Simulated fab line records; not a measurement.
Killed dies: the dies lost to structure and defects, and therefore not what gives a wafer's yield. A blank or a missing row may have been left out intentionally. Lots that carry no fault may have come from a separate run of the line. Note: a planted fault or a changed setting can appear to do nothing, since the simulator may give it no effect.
fab line records	flow n5Finfet	part 1 of 2: steps 1 to 4 of 6
record: lots: 24	wafers: 72	lastDay: 18
route steps=1938 shown BEOL_M5@1180 BEOL_M6@1196
lots that met no fault: from a run of the same line without faults
startH: start of the lot's first displayed wafer, in hours after the record's first day	waitH: hours elapsed since this lot's preceding step	" the same as in the row above	L1.1+2: one row covering several wafers at once	- no value, or no start was given	* or withheld: withheld	< > ~ a bound
route shown NAME@n: a module of which the file shows steps, and the number in the route of the first	usual: the fault-free wafers' mean and standard deviation	same: alike in all rows	chamber/n: place in a boat	sites: readings site by site	_std_site: the values' standard deviation	_edge_site: inner sites' mean taken away from outer sites' mean	radiusMm: for every site, how far away it sits from the centre of the wafer	mask NAME#n: copy n	behind: the tool/chamber that last shaped the wafer	hold: reason for holding the lot/hours on hold/outcome of the hold	device: whichever transistor did not switch (one of n, p or np)	end of line: tests of these same wafers at the route's end	step lacking rows: just its recipe	killed: count of dies lost to structure and defects at first sort (not the wafer's yield)	map: dies across one wafer; x = killed, . = not, _ = none there
set.NAME: the setting as run; set.NAME@STEP: as run at that earlier step	model.NAME: the simulator's own value behind a step, which no gauge read
a sample of lots followed through the steps of the route, with each step as a table and each wafer as a row
services: from which hour (startH, from the record's first day; less than 0 if before it) a tool's chamber was out of use, for how many hours, and why
== steps ==
step: N5_BEOL_M5_ANNEAL_84
recipe: tempC: 400	timeS: 1800	ambient: vacuum
usual: heaterPowerW: 827/78
lot.wafer	tool	chamber	startH	waitH	heaterPowerW
L074.3	pvdSputter-03	-	182.39	0.0	870
L074.4	"	-	"	"	766
L074.6	"	-	"	"	787
L075.1	pvdSputter-01	-	187.95	0.0	858
L075.3	"	-	"	"	892
L075.5	"	-	"	"	859
L076.3	pvdSputter-02	-	198.97	0.0	870
L076.5	"	-	"	"	781
L076.6	"	-	"	"	711
L077.1	pvdSputter-01	-	201.60	0.0	768
L077.2	"	-	"	"	826
L077.6	"	-	"	"	766
L078.3	pvdSputter-02	-	207.76	0.0	709
L078.5	"	-	"	"	787
L078.6	"	-	"	"	828
L079.2	pvdSputter-03	-	224.73	0.0	798
L079.3	"	-	"	"	879
L079.6	"	-	"	"	878
L081.1	pvdSputter-01	-	227.75	0.0	870
L081.3	"	-	"	"	810
L081.6	"	-	"	"	878
L080.1	pvdSputter-02	-	228.66	0.0	844
L080.2	"	-	"	"	785
L080.3	"	-	"	"	712
L082.4	pvdSputter-03	-	231.54	0.0	786
L082.5	"	-	"	"	893
L082.6	"	-	"	"	741
L083.3	pvdSputter-01	-	237.18	0.0	761
L083.4	"	-	"	"	830
L083.6	"	-	"	"	863
L084.1	pvdSputter-01	-	244.49	0.0	756
L084.4	"	-	"	"	788
L084.6	"	-	"	"	785
L085.2	pvdSputter-01	-	253.56	0.0	893
L085.3	"	-	"	"	766
L085.4	"	-	"	"	846
L086.1	pvdSputter-02	-	256.97	0.0	857
L086.2	"	-	"	"	716
L086.3	"	-	"	"	841
L087.1	pvdSputter-03	-	257.97	0.0	1016
L087.4	"	-	"	"	788
L087.5	"	-	"	"	887
L089.3	pvdSputter-03	-	287.78	0.0	886
L089.4	"	-	"	"	1000
L089.6	"	-	"	"	793
L088.1	pvdSputter-01	-	287.92	0.0	767
L088.3	"	-	"	"	869
L088.6	"	-	"	"	753
L090.2	pvdSputter-02	-	288.84	0.0	860
L090.4	"	-	"	"	790
L090.6	"	-	"	"	854
L093.2	pvdSputter-01	-	293.85	0.0	769
L093.4	"	-	"	"	829
L093.5	"	-	"	"	890
L091.2	pvdSputter-03	-	294.41	0.0	775
L091.4	"	-	"	"	762
L091.5	"	-	"	"	1040
L094.3	pvdSputter-03	-	318.22	0.0	769
L094.4	"	-	"	"	990
L094.5	"	-	"	"	790
L096.2	pvdSputter-02	-	321.67	0.0	857
L096.4	"	-	"	"	783
L096.6	"	-	"	"	865
L095.2	pvdSputter-02	-	327.39	0.0	782
L095.3	"	-	"	"	841
L095.5	"	-	"	"	834
L092.1	pvdSputter-03	-	328.15	0.0	889
L092.2	"	-	"	"	801
L092.5	"	-	"	"	1037
L097.2	pvdSputter-03	-	337.26	0.0	801
L097.3	"	-	"	"	749
L097.5	"	-	"	"	889
step: N5_BEOL_M6_THK_MEAS_01
recipe: reads: SiCOH_lowk_of_BEOL_M6_ILD_DEP_00
usual: M6_ILD_THK: 155.6/2.1
lot.wafer	tool	chamber	startH	waitH	M6_ILD_THK[nm]
L074.3	filmMetro-01	-	186.18	0.3	152.0
L074.4	"	-	"	"	156.3
L074.6	"	-	"	"	156.8
L075.1	filmMetro-01	-	191.91	0.4	153.4
L075.3	"	-	"	"	153.8
L075.5	"	-	"	"	156.2
L076.3	filmMetro-01	-	202.78	0.3	154.4
L076.5	"	-	"	"	155.4
L076.6	"	-	"	"	153.9
L077.1	filmMetro-01	-	205.43	0.4	154.8
L077.2	"	-	"	"	152.5
L077.6	"	-	"	"	155.3
L078.3	filmMetro-02	-	211.58	0.3	153.8
L078.5	"	-	"	"	155.1
L078.6	"	-	"	"	156.6
L079.2	filmMetro-02	-	228.59	0.4	155.1
L079.3	"	-	"	"	152.0
L079.6	"	-	"	"	156.1
L081.1	filmMetro-02	-	231.54	0.4	150.3
L081.3	"	-	"	"	153.1
L081.6	"	-	"	"	153.8
L080.1	filmMetro-02	-	232.81	0.4	154.4
L080.2	"	-	"	"	154.8
L080.3	"	-	"	"	155.8
L082.4	filmMetro-01	-	235.43	0.2	155.4
L082.5	"	-	"	"	154.0
L082.6	"	-	"	"	155.8
L083.3	filmMetro-02	-	241.04	0.3	151.5
L083.4	"	-	"	"	156.1
L083.6	"	-	"	"	154.9
L084.1	filmMetro-01	-	249.13	0.8	151.9
L084.4	"	-	"	"	154.5
L084.6	"	-	"	"	155.5
L085.2	filmMetro-02	-	258.57	0.7	156.6
L085.3	"	-	"	"	157.7
L085.4	"	-	"	"	158.8
L086.1	filmMetro-02	-	261.51	0.8	152.2
L086.2	"	-	"	"	153.5
L086.3	"	-	"	"	154.7
L087.1	filmMetro-02	-	262.04	0.4	153.7
L087.4	"	-	"	"	158.8
L087.5	"	-	"	"	156.4
L089.3	filmMetro-01	-	291.69	0.3	154.2
L089.4	"	-	"	"	156.5
L089.6	"	-	"	"	155.2
L088.1	filmMetro-02	-	291.72	0.4	152.0
L088.3	"	-	"	"	153.0
L088.6	"	-	"	"	156.1
L090.2	filmMetro-02	-	292.75	0.4	155.9
L090.4	"	-	"	"	159.5
L090.6	"	-	"	"	161.7
L093.2	filmMetro-02	-	298.18	0.4	156.5
L093.4	"	-	"	"	156.4
L093.5	"	-	"	"	156.0
L091.2	filmMetro-01	-	298.91	0.4	156.4
L091.4	"	-	"	"	157.9
L091.5	"	-	"	"	157.4
L094.3	filmMetro-02	-	322.01	0.3	154.9
L094.4	"	-	"	"	156.7
L094.5	"	-	"	"	156.0
L096.2	filmMetro-02	-	325.48	0.4	158.1
L096.4	"	-	"	"	158.7
L096.6	"	-	"	"	159.8
L092.1	filmMetro-01	-	331.94	0.4	155.7
L092.2	"	-	"	"	157.1
L092.5	"	-	"	"	159.5
L095.2	filmMetro-02	-	333.89	0.4	155.0
L095.3	"	-	"	"	152.5
L095.5	"	-	"	"	157.6
L097.2	filmMetro-02	-	341.12	0.4	153.8
L097.3	"	-	"	"	152.0
L097.5	"	-	"	"	157.1
step: N5_BEOL_M6_ETCH_62
recipe: chemistry: N2/H2	target: SOC	targetDepthA: 1100	overetchA: 220	maskMaterial: SiARC	tempC: 40	timeS: 165	ionEnergyEv: 200	pressureMtorr: 30	sourceW: 840	biasW: 150	n2FlowSccm: 200	h2FlowSccm: 200
usual: chamberPressureMTorr: 29.999/0.027	drypumpMotorCurrentA: 5.7/0.45	oesProductAu: 0.66/0.048	rfVppV: 523.1/2.5	showerheadPlenumPTorr: 2.51/0.089	throttleValvePct: 17.83/0.22
lot.wafer	tool	chamber	startH	waitH	chamberPressureMTorr	drypumpMotorCurrentA	oesProductAu	rfHoursCounterH	rfVppV	showerheadPlenumPTorr	throttleValvePct
L074.3	rieDiel-02	1	188.92	0.0	29.981	6.1	0.64	145	520.7	2.42	17.76
L074.4	"	0	"	"	29.995	5.2	0.59	198	522.9	2.52	17.98
L074.6	"	3	"	"	30.020	5.9	0.65	-	527.8	2.66	17.53
L075.1	rieDiel-02	3	193.87	0.0	29.999	5.9	0.65	141	527.1	2.66	17.53
L075.3	"	2	"	"	30.030	5.7	0.73	53	522.7	2.49	18.19
L075.5	"	0	"	"	29.980	5.2	0.59	-	524.7	2.52	17.98
L076.3	rieDiel-02	1	204.25	0.0	29.999	6.2	0.64	151	521.1	2.42	17.78
L076.5	"	1	"	"	29.985	6.2	0.64	-	521.4	2.42	17.76
L076.6	"	0	"	"	29.969	5.2	0.60	-	524.0	2.52	17.98
L077.1	rieDiel-02	0	206.90	0.0	29.986	5.3	0.59	205	524.0	2.52	18.01
L077.2	"	1	"	"	30.001	6.2	0.64	153	520.8	2.42	17.78
L077.6	"	1	"	"	29.954	6.2	0.64	-	521.0	2.42	17.77
L078.3	rieDiel-01	2	214.59	0.0	30.018	5.6	0.64	140	524.0	2.56	17.98
L078.5	"	0	"	"	30.034	6.2	0.69	-	520.5	2.45	17.70
L078.6	"	1	"	"	29.968	5.0	0.77	-	528.8	2.70	17.63
L079.2	rieDiel-04	0	230.76	0.0	29.935	6.2	0.71	59	522.3	2.47	17.66
L079.3	"	2	"	"	29.964	4.7	0.73	64	526.4	2.58	17.56
L079.6	"	1	"	"	29.985	5.4	0.64	-	520.7	2.45	18.12
L081.1	rieDiel-01	3	234.37	0.0	30.036	6.2	0.65	135	521.2	2.44	17.77
L081.3	"	0	"	"	30.007	6.2	0.68	86	521.1	2.45	17.70
L081.6	"	1	"	"	29.993	5.0	0.75	-	528.7	2.70	17.64
L080.1	rieDiel-02	0	234.73	0.0	30.054	5.2	0.59	216	523.3	2.52	18.02
L080.2	"	3	"	"	30.030	5.9	0.63	156	525.6	2.65	17.54
L080.3	"	2	"	"	29.993	5.7	0.72	65	522.0	2.49	18.20
L082.4	rieDiel-01	0	238.29	0.1	29.964	6.2	0.68	-	521.0	2.45	17.70
L082.5	"	1	"	"	29.989	5.0	0.75	-	528.4	2.70	17.63
L082.6	"	3	"	"	29.959	6.2	0.64	-	522.1	2.44	17.73
L083.3	rieDiel-04	0	241.99	0.0	30.069	6.1	0.71	64	521.6	2.46	17.70
L083.4	"	1	"	"	29.978	5.4	0.64	163	522.3	2.45	18.12
L083.6	"	0	"	"	29.952	6.1	0.71	-	521.1	2.46	17.67
L084.1	rieDiel-02	2	250.73	0.0	29.979	5.7	0.72	71	520.5	2.49	18.23
L084.4	"	3	"	"	29.962	5.9	0.63	162	526.0	2.65	17.55
L084.6	"	3	"	"	30.047	5.9	0.62	-	524.4	2.65	17.55
L085.2	rieDiel-02	1	259.95	0.0	29.998	6.2	0.62	171	521.7	2.41	17.81
L085.3	"	0	"	"	29.983	5.2	0.58	224	524.0	2.51	18.04
L085.4	"	2	"	"	30.018	5.7	0.72	76	522.3	2.48	18.22
L086.1	rieDiel-04	3	262.87	0.0	29.990	5.5	0.69	77	525.7	2.55	17.64
L086.2	"	0	"	"	30.022	6.1	0.70	71	522.6	2.46	17.68
L086.3	"	1	"	"	29.996	5.4	0.62	171	520.1	2.45	18.15
L087.1	rieDiel-01	0	262.91	0.0	30.017	6.2	0.68	97	521.1	2.45	17.72
L087.4	"	3	"	"	30.004	6.2	0.64	-	521.6	2.44	17.77
L087.5	"	0	"	"	29.954	6.3	0.67	-	521.8	2.45	17.72
L089.3	rieDiel-01	3	293.98	0.0	29.996	6.2	0.63	155	520.5	2.44	17.78
L089.4	"	0	"	"	29.976	6.2	0.67	106	521.3	2.44	17.75
L089.6	"	0	"	"	29.946	6.3	0.67	-	522.1	2.44	17.74
L088.1	rieDiel-02	1	294.23	0.0	30.016	6.1	0.62	181	520.9	2.41	17.83
L088.3	"	2	"	"	29.966	5.7	0.69	84	522.9	2.48	18.23
L088.6	"	2	"	"	30.025	5.7	0.70	-	522.3	2.48	18.23
L090.2	rieDiel-01	1	295.13	0.0	29.986	5.0	0.72	39	527.3	2.69	17.69
L090.4	"	0	"	"	30.071	6.2	0.67	107	521.3	2.44	17.74
L090.6	"	0	"	"	30.028	6.2	0.66	-	520.3	2.44	17.74
L093.2	rieDiel-02	0	299.67	0.0	29.956	5.3	0.58	236	523.2	2.51	18.05
L093.4	"	3	"	"	30.025	5.9	0.62	177	527.8	2.65	17.60
L093.5	"	1	"	"	30.053	6.1	0.61	-	521.4	2.41	17.83
L091.2	rieDiel-04	2	299.76	0.0	29.991	4.7	0.71	86	523.6	2.57	17.60
L091.4	"	1	"	"	30.006	5.4	0.63	177	521.4	2.45	18.16
L091.5	"	0	"	"	30.029	6.1	0.68	-	520.6	2.46	17.71
L094.3	rieDiel-01	2	324.19	0.0	29.999	5.6	0.62	171	524.2	2.55	18.01
L094.4	"	0	"	"	29.982	6.2	0.66	118	520.4	2.44	17.76
L094.5	"	3	"	"	30.025	6.2	0.63	-	520.7	2.43	17.79
L096.2	rieDiel-04	3	330.98	0.0	30.026	5.5	0.68	98	525.6	2.54	17.67
L096.4	"	1	"	"	30.022	5.4	0.62	185	519.9	2.44	18.17
L096.6	"	1	"	"	30.030	5.3	0.62	-	521.3	2.44	18.15
L092.1	rieDiel-02	0	333.12	0.0	29.984	5.2	0.57	245	523.2	2.50	18.07
L092.2	"	2	"	"	29.979	5.7	0.69	98	521.4	2.47	18.25
L092.5	"	3	"	"	30.012	5.9	0.62	-	527.3	2.64	17.61
L095.2	rieDiel-02	3	336.94	0.0	29.970	5.9	0.61	188	526.2	2.64	17.61
L095.3	"	2	"	"	29.999	5.7	0.68	99	521.4	2.47	18.26
L095.5	"	2	"	"	29.974	5.7	0.68	-	520.4	2.47	18.26
L097.2	rieDiel-02	2	343.85	0.0	29.978	5.7	0.69	100	520.5	2.47	18.27
L097.3	"	1	"	"	30.049	6.1	0.61	196	520.6	2.40	17.83
L097.5	"	0	"	"	29.988	5.2	0.58	-	521.8	2.50	18.07
step: N5_BEOL_M6_STRIP_67
recipe: chemistry: CF4	resist: SiARC	powerW: 300	biasPowerW: 75	pressureMtorr: 50	cf4FlowSccm: 150	rfFrequencyHz: 6e+07
usual: chamberPressureMTorr: 49.99/0.056	drypumpMotorCurrentA: 5.7/0.45	oesProductAu: 0.78/0.056	rfVppV: 270.8/1.6	showerheadPlenumPTorr: 1.78/0.054	throttleValvePct: 13.60/0.16
lot.wafer	tool	chamber	startH	waitH	chamberPressureMTorr	drypumpMotorCurrentA	oesProductAu	rfHoursCounterH	rfVppV	showerheadPlenumPTorr	throttleValvePct
L074.3	rieDiel-02	1	189.07	0.0	50.06	6.2	0.76	145	270.3	1.73	13.69
L074.4	"	0	"	"	50.00	5.2	0.71	198	271.1	1.78	13.74
L074.6	"	3	"	"	49.95	5.9	0.76	-	272.9	1.86	13.29
L075.1	rieDiel-02	3	194.01	0.0	49.96	5.9	0.76	141	272.9	1.86	13.29
L075.3	"	2	"	"	50.07	5.7	0.86	53	269.9	1.75	13.60
L075.5	"	0	"	"	50.02	5.2	0.71	-	271.6	1.78	13.76
L076.3	rieDiel-02	1	204.39	0.0	49.90	6.1	0.75	151	267.6	1.73	13.71
L076.5	"	1	"	"	49.92	6.1	0.75	-	269.7	1.72	13.71
L076.6	"	0	"	"	50.05	5.3	0.70	-	271.0	1.78	13.75
L077.1	rieDiel-02	0	207.05	0.0	50.09	5.2	0.70	205	271.3	1.78	13.76
L077.2	"	1	"	"	50.06	6.1	0.75	153	268.4	1.72	13.73
L077.6	"	1	"	"	50.03	6.1	0.74	-	270.2	1.72	13.72
L078.3	rieDiel-01	2	214.73	0.0	50.00	5.6	0.75	140	271.8	1.79	13.57
L078.5	"	0	"	"	50.04	6.2	0.81	-	269.7	1.76	13.64
L078.6	"	1	"	"	50.06	5.0	0.91	-	274.2	1.89	13.30
L079.2	rieDiel-04	0	230.91	0.0	49.97	6.1	0.83	59	269.7	1.77	13.55
L079.3	"	2	"	"	50.02	4.7	0.86	64	269.8	1.82	13.34
L079.6	"	1	"	"	49.97	5.4	0.75	-	271.0	1.73	13.61
L081.1	rieDiel-01	3	234.52	0.0	50.00	6.2	0.76	135	270.6	1.72	13.52
L081.3	"	0	"	"	50.01	6.2	0.81	86	267.8	1.76	13.67
L081.6	"	1	"	"	49.97	5.0	0.90	-	272.3	1.89	13.33
L080.1	rieDiel-02	0	234.88	0.0	50.04	5.2	0.70	216	271.2	1.78	13.79
L080.2	"	3	"	"	50.05	5.9	0.74	156	272.9	1.86	13.31
L080.3	"	2	"	"	50.00	5.7	0.84	65	270.9	1.75	13.61
L082.4	rieDiel-01	0	238.38	0.0	49.89	6.2	0.81	-	269.3	1.76	13.65
L082.5	"	1	"	"	49.93	5.0	0.88	-	273.9	1.89	13.34
L082.6	"	3	"	"	50.03	6.2	0.75	-	267.8	1.72	13.53
L083.3	rieDiel-04	0	242.13	0.0	49.96	6.1	0.83	64	269.8	1.77	13.56
L083.4	"	1	"	"	50.03	5.4	0.75	163	269.0	1.73	13.64
L083.6	"	0	"	"	50.11	6.1	0.83	-	270.6	1.77	13.55
L084.1	rieDiel-02	2	250.88	0.0	50.00	5.7	0.84	71	269.1	1.75	13.66
L084.4	"	3	"	"	49.95	5.9	0.74	162	274.3	1.86	13.34
L084.6	"	3	"	"	50.00	5.9	0.74	-	269.9	1.86	13.33
L085.2	rieDiel-02	1	260.10	0.0	50.11	6.1	0.73	171	269.6	1.72	13.78
L085.3	"	0	"	"	49.99	5.2	0.70	224	271.1	1.78	13.81
L085.4	"	2	"	"	49.93	5.7	0.83	76	271.9	1.75	13.65
L086.1	rieDiel-04	3	263.01	0.0	50.06	5.5	0.82	77	271.1	1.81	13.53
L086.2	"	0	"	"	50.11	6.2	0.82	71	271.8	1.76	13.60
L086.3	"	1	"	"	49.90	5.4	0.74	171	270.5	1.72	13.64
L087.1	rieDiel-01	0	263.06	0.0	49.94	6.2	0.80	97	270.7	1.75	13.68
L087.4	"	3	"	"	49.98	6.2	0.76	-	270.6	1.72	13.54
L087.5	"	0	"	"	49.94	6.2	0.80	-	271.4	1.75	13.68
L089.3	rieDiel-01	3	294.12	0.0	49.97	6.1	0.75	155	270.8	1.72	13.58
L089.4	"	0	"	"	50.06	6.2	0.79	106	270.1	1.75	13.74
L089.6	"	0	"	"	49.90	6.2	0.79	-	271.6	1.75	13.71
L088.1	rieDiel-02	1	294.38	0.0	50.03	6.1	0.73	181	269.5	1.72	13.78
L088.3	"	2	"	"	50.05	5.7	0.83	84	269.7	1.74	13.67
L088.6	"	2	"	"	49.99	5.7	0.82	-	269.8	1.74	13.70
L090.2	rieDiel-01	1	295.28	0.0	50.02	5.0	0.85	39	274.1	1.88	13.38
L090.4	"	0	"	"	50.03	6.2	0.79	107	269.4	1.75	13.71
L090.6	"	0	"	"	50.01	6.2	0.78	-	269.2	1.75	13.70
L093.2	rieDiel-02	0	299.81	0.0	49.92	5.2	0.68	236	270.5	1.77	13.85
L093.4	"	3	"	"	49.96	5.9	0.73	177	272.5	1.85	13.38
L093.5	"	1	"	"	50.00	6.1	0.72	-	268.8	1.72	13.78
L091.2	rieDiel-04	2	299.90	0.0	49.93	4.7	0.83	86	271.4	1.81	13.38
L091.4	"	1	"	"	50.05	5.4	0.74	177	268.4	1.72	13.66
L091.5	"	0	"	"	50.03	6.2	0.81	-	269.0	1.76	13.60
L094.3	rieDiel-01	2	324.33	0.0	49.95	5.7	0.73	171	271.4	1.79	13.66
L094.4	"	0	"	"	49.96	6.3	0.77	118	269.6	1.75	13.74
L094.5	"	3	"	"	49.96	6.2	0.73	-	269.9	1.72	13.57
L096.2	rieDiel-04	3	331.12	0.0	50.01	5.5	0.79	98	271.0	1.81	13.58
L096.4	"	1	"	"	49.95	5.4	0.74	185	269.9	1.72	13.70
L096.6	"	1	"	"	49.95	5.4	0.73	-	271.4	1.72	13.69
L092.1	rieDiel-02	0	333.27	0.0	50.02	5.2	0.68	245	270.6	1.77	13.87
L092.2	"	2	"	"	49.94	5.7	0.80	98	270.8	1.74	13.72
L092.5	"	3	"	"	49.97	5.9	0.72	-	271.5	1.85	13.41
L095.2	rieDiel-02	3	337.08	0.0	49.96	5.9	0.72	188	272.9	1.85	13.38
L095.3	"	2	"	"	50.10	5.7	0.81	99	268.4	1.74	13.70
L095.5	"	2	"	"	49.95	5.7	0.81	-	269.5	1.74	13.71
L097.2	rieDiel-02	2	344.00	0.0	50.03	5.7	0.80	100	270.2	1.74	13.73
L097.3	"	1	"	"	50.05	6.2	0.72	196	270.8	1.71	13.82
L097.5	"	0	"	"	49.97	5.2	0.67	-	270.4	1.77	13.86
